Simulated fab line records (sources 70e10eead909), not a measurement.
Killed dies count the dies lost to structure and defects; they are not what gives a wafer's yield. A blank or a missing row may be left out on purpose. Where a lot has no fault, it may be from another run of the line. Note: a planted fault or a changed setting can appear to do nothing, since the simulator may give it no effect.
Comparing a struck lot with a sound one :: flow nand harc :: 39 out of 1159 route steps
Sound: the wafers L745.1, L745.3, L745.6. Struck: wafers L760.1, L760.5, L760.6. Last of all comes the cause.
For every step that has rows: the tool of each side, followed by ch and its chambers, followed by its first start. Under that, the readings that differ: sound wafers :: struck wafers :: difference of the means :: sigmas: that difference in standard deviations of wafers without a fault.
alike: readings with means less than 2 such deviations apart, plus words and numbers identical on both sides. not compared: withheld readings, readings lacking a value on some wafer, bounds such as >300 that could conceal the same value, and numbers that have no deviation in the record and whose values overlap.
The two part at a step that has a row with sigmas, a row that says differs or no value, or rows on one side only. Numbers that don't overlap but have no deviation are shown without sigmas and don't part them. Lack of a reading on every wafer of one side parts them only where that side has two or more wafers.

first, 2 steps without rows for these wafers: NHARC_A_WL_FILL_SRD_14; NHARC_A_WL_FILL_ALD_19 (deposits TiN, target thk 2 nm, pulse time 3 s, ald cycles 100).
NHARC_A_WL_FILL_CVD_20: deposits W, target thk 75 nm, time 5064 s.
  sound on cvd w-02 ch 0; struck on cvd w-01 ch 0,1
reading: throttle valve pct (%)
sound: 8.60 8.61 8.69
struck: 7.94 8.11 7.81
difference: -0.68
sigmas: -2
  alike: heater power w, susceptor temp C
then, 2 steps without rows for these wafers: NHARC_A_WL_FILL_CMP_12 (polishes, t overpolish 30 s, target thk 75 nm); NHARC_A_WL_FILL_SRD_31.
NHARC_A_WL_FILL_INSPECT_15:
  sound: defect inspect-01 at day 15 22:37; struck: defect inspect-02 at day 19 11:23
  alike: raw defect count
then, 2 steps without rows for these wafers: NHARC_A_CONTACT_DEP_24 (deposits SiO2, target thk 500 nm); NHARC_A_CONTACT_DEP_28 (deposits aC, target thk 3600 nm).
NHARC_A_CONTACT_DEP_29: deposits SiON, target thk 70 nm.
  sound on pecvd-04 ch 0,1, day 16 04:00; struck on pecvd-01 ch 0,1, day 19 16:05
  alike: heater power w, susceptor temp C
then, 10 steps without rows for these wafers: NHARC_A_CONTACT_DEHYDRATE_32 (time 120 s); NHARC_A_CONTACT_HMDS_33 (time 30 s); NHARC_A_CONTACT_COAT_34 (time 75 s); NHARC_A_CONTACT_COAT_35 (time 65 s); NHARC_A_CONTACT_COAT_36 (resist thk 90 nm); NHARC_A_CONTACT_SOFTBAKE_37 (time 55 s); NHARC_A_CONTACT_EBR_38; NHARC_A_CONTACT_EXPOSE_39 (exposes mask A CC 3); NHARC_A_CONTACT_PEB_40 (peb time 65 s); NHARC_A_CONTACT_DEVELOP_41 (develop time 35 s).
NHARC_A_CONTACT_CD_MEAS_42: the cd target is 200 nm.
  sound on cd sem-02 ch 0, day 16 04:41; struck on cd sem-02 ch 0, day 19 16:45
  alike: cd nm
NHARC_A_CONTACT_OVL_MEAS_43:
  sound: overlay-01 at day 16 04:47; struck: overlay-01 at day 19 16:50
reading: overlay x nm (nm)
sound: 0.5 0.3 1.0
struck: -0.9 -1.2 -1.0
difference: -1.6
sigmas: -2
  alike: overlay y nm
NHARC_A_CONTACT_INSPECT_44:
  sound: defect inspect-01 at day 16 04:49; struck: defect inspect-02 at day 19 16:53
  alike: raw defect count
then, 6 steps without rows for these wafers: NHARC_A_CONTACT_DESCUM_47 (chemistry O2, time 3 s); NHARC_A_CONTACT_ETCH_48 (etches the open film in CF4, target depth 39 nm, time 65 s); NHARC_A_CONTACT_ETCH_49 (etches the open film in N2/H2, target depth 260 nm, time 475.3 s); NHARC_A_CONTACT_ETCH_50 (etches the open film in CF4/CHF3, target depth 84.7 nm, time 42.4 s); NHARC_A_CONTACT_ETCH_51 (etches the open film in O2/COS, target depth 3600 nm, time 936 s); NHARC_A_CONTACT_ETCH_111 (etches the open film in C4F8/O2/Ar, time 140 s, target depth 700 nm).
NHARC_A_CONTACT_ETCH_112: etches the open film in C4F8/O2/Ar, time 94 s, target depth 922 nm.
  sound on har cap etch-03 ch 0,1, day 16 06:20; struck on har cap etch-03 ch 0,1, day 19 18:28
  alike: oes air line au
  not compared: rf hours counter h
then, 3 steps without rows for these wafers: NHARC_A_CONTACT_ETCH_113 (etches the open film in C4F8/O2/Ar, time 94 s, target depth 922 nm); NHARC_A_CONTACT_ETCH_114 (etches the open film in C4F8/O2/Ar, time 94 s, target depth 922 nm); NHARC_A_CONTACT_ETCH_115 (etches the open film in C4F8/O2/Ar, time 94 s, target depth 922 nm).
NHARC_A_CONTACT_ETCH_116: etches the open film in C4F8/O2/Ar, time 94 s, target depth 922 nm.
  sound on har cap etch-03 ch 0,1, day 16 06:42; struck on har cap etch-03 ch 0,1, day 19 18:49
  alike: oes air line au
  not compared: rf hours counter h
then, 2 steps without rows for these wafers: NHARC_A_CONTACT_ETCH_117 (etches the open film in C4F8/O2/Ar, time 94 s, target depth 922 nm); NHARC_A_CONTACT_ETCH_118 (etches the open film in C4F8/O2/Ar, time 94 s, target depth 922 nm).
NHARC_A_CONTACT_ETCH_119: etches the open film in C4F8/O2/Ar, time 94 s, target depth 922 nm.
  sound on har cap etch-03 ch 0,1, day 16 06:58; struck on har cap etch-03 ch 0,1, day 19 19:06
  alike: oes air line au
  not compared: rf hours counter h
then, 1 step without rows for these wafers: NHARC_A_CONTACT_ETCH_120 (etches the open film in C4F8/O2/Ar, time 94 s, target depth 922 nm).
NHARC_A_CONTACT_ETCH_121: etches the open film in C4F8/O2/Ar, time 94 s, target depth 922 nm.
  sound on har cap etch-03 ch 0,1, day 16 07:09; struck on har cap etch-03 ch 0,1, day 19 19:17
  alike: oes air line au
  not compared: rf hours counter h
-- the record jumps here: 3 days lie between the struck wafers' starts before and after (it left off in module A_CONTACT and takes up again in module END, whose first step shown is number 1159 of the route) --
NHARC_END_SORT_01:
  here the record holds rows for the struck wafers (prober-01 ch 0, day 22 18:09) but none for the sound ones

## WHERE THEY PART
First at NHARC_A_WL_FILL_CVD_20; last, within this record, at NHARC_END_SORT_01.

WHY: what the simulator had put in
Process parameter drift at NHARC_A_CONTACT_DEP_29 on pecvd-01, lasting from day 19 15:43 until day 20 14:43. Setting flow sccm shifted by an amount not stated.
